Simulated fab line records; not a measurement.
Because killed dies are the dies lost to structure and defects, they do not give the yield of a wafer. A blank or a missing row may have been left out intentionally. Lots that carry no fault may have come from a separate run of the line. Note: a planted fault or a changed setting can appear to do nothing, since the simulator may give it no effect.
Chamber matching -- flow n5Finfet -- rieDiel-03 running N5_SD_EPI_P_ETCHBACK_46: 4 sister chambers
The step etches SiNx in CH3F/O2, stops on SiO2, target depth 17.5 nm. 8 wafers are shown with their chamber, then 6 later ones without.

## WAFERS PAIRED WITH THEIR CHAMBERS
wafer,chamber,drypumpMotorCurrentA (A),showerheadPlenumPTorr (Torr)
L357.2,2,5.1,1.94
L359.3,0,5.9,2.01
L359.6,1,6.1,1.95
L361.1,2,5.0,1.93
L361.5,3,5.4,2.07
L369.1,3,5.4,2.06
L369.2,1,6.1,1.95
L369.4,0,5.9,2.00

## WAFERS MISSING THEIR CHAMBER
wafer,drypumpMotorCurrentA (A),showerheadPlenumPTorr (Torr)
L373.2,6.1,1.94
L373.4,5.0,1.93
L373.6,6.1,1.94
L377.2,5.4,2.06
L377.3,5.0,1.92
L377.4,5.0,1.92

## THE CHAMBER EACH PASSED THROUGH
wafer,from the rows above,in truth
L373.2,1,1
L373.4,2,2
L373.6,1,1
L377.2,3,3
L377.3,2,2
L377.4,2,2
6 of 6 placed correctly. Can't be placed from these rows: 0. 0 placed wrongly.
How it was worked out, from the rows above alone: a wafer's distance from a chamber is the root of the sum, over the readings, of the square of ((its reading less the chamber's mean) divided by the reading's scatter). The wafer belongs to the nearest chamber; if the next one is less than 2 further off, it can't be placed. The mean given for a chamber averages the wafers shown for that chamber. How the scatter is found: for the shown wafers, subtract from each reading the mean of its chamber, square and add these, divide the total by (wafers less chambers), then take the root.
